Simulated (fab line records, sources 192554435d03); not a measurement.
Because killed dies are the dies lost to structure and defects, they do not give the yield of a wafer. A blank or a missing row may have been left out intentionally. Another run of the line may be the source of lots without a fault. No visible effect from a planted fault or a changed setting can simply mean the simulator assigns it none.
Chamber matching -- flow n5 finfet -- 4 sister chambers for N5_BEOL_M14_ETCH_68 on rie diel-04
The step etches SOC in N2/H2, time 450 s. 4 wafers are shown with their chamber, then 8 later ones without.

## EACH WAFER AND ITS CHAMBER
wafer,chamber,drypump motor current A (A)
L092.4,1,5.8
L092.5,3,4.8
L092.6,2,4.9
L096.1,0,6.0

## WAFERS WITH NO CHAMBER GIVEN
wafer,drypump motor current A (A)
L096.2,4.9
L096.3,5.8
L096.4,4.9
L096.5,5.8
L096.6,6.0
L097.3,5.8
L097.4,4.9
L097.6,6.1

## WHICH CHAMBER EACH WENT THROUGH
wafer,from the rows above,in truth
L096.2,2,2
L096.3,1,1
L096.4,2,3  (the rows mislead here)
L096.5,1,1
L096.6,0,0
L097.3,1,1
L097.4,2,2
L097.6,0,0
7 of 8 placed correctly. Not placeable from these rows: 0. Number placed wrongly: 1.
How it was worked out, from the rows above alone: a wafer's distance from a chamber is the root of the sum, over the readings, of the square of ((its reading less the chamber's mean) divided by the reading's scatter). If the next closest chamber is less than 2 further off than the closest, the wafer can't be placed; otherwise it belongs to the closest. A chamber's mean is the mean of its shown wafers. The scatter: root of mean squared gap, hidden wafer to nearest shown wafer, with one shown wafer a chamber.
